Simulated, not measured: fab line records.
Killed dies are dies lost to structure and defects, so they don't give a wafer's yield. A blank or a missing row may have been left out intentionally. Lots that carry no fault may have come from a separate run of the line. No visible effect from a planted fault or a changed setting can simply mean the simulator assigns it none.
What tool caused it? || flow n5Finfet || 11 lots, 30 wafers sampled, at 1 step of a route of 1938

== WHAT THE GAUGES READ, wafer by wafer ==
N5_BEOL_M15_INSPECT_30: inspects for defects (macro).
{"lot": "L711", "measured": "day 11 20:49", "on": "defectInspect-02", "rawDefectCount": "1 1 4"}
{"lot": "L712", "measured": "day 12 23:42", "on": "defectInspect-01", "rawDefectCount": "2 1 2"}
{"lot": "L714", "measured": "day 13 04:11", "on": "defectInspect-02", "rawDefectCount": "0 1"}
{"lot": "L716", "measured": "day 13 17:49", "on": "defectInspect-02", "rawDefectCount": "0 2"}
{"lot": "L720", "measured": "day 14 13:35", "on": "defectInspect-02", "rawDefectCount": "4 2"}
{"lot": "L723", "measured": "day 14 16:55", "on": "defectInspect-02", "rawDefectCount": "4 0 0"}
{"lot": "L719", "measured": "day 14 22:14", "on": "defectInspect-01", "rawDefectCount": "1 1 4"}
{"lot": "L724", "measured": "day 15 12:41", "on": "defectInspect-02", "rawDefectCount": "5 3 1"}
{"lot": "L731", "measured": "day 17 20:16", "on": "defectInspect-02", "rawDefectCount": "4 4 0"}
{"lot": "L733", "measured": "day 17 21:06", "on": "defectInspect-02", "rawDefectCount": "1 1 3"}
{"lot": "L732", "measured": "day 18 16:29", "on": "defectInspect-02", "rawDefectCount": "0 3 2"}

== WHAT TOOL EACH LOT RAN ON (gives the tool, then ch and the chambers of the sampled wafers, and finally the start) ==
The record shows no process step preceding these readings.

== THE ANSWER, worked out from the rows above alone ==
Rule: what is usual is taken from the lots themselves. Put in order of their means at a reading, lots are off if they are a third of the lots or fewer, leave a main group of 4 or more, and stand apart from it by a gap of 3 or more times the standard deviation of the main group's means; of several such gaps the widest counts. A main group whose means are all the same, to the digits that the tables above print for the reading, isn't used. Also off: a lot with no number at a reading for which 4 or more lots have one. Any other lot the step has rows for is counted as sound.
No lot is off on any of the readings shown, so nothing can be concluded from this.

== WHAT HAD BEEN PUT IN BY THE SIMULATOR ==
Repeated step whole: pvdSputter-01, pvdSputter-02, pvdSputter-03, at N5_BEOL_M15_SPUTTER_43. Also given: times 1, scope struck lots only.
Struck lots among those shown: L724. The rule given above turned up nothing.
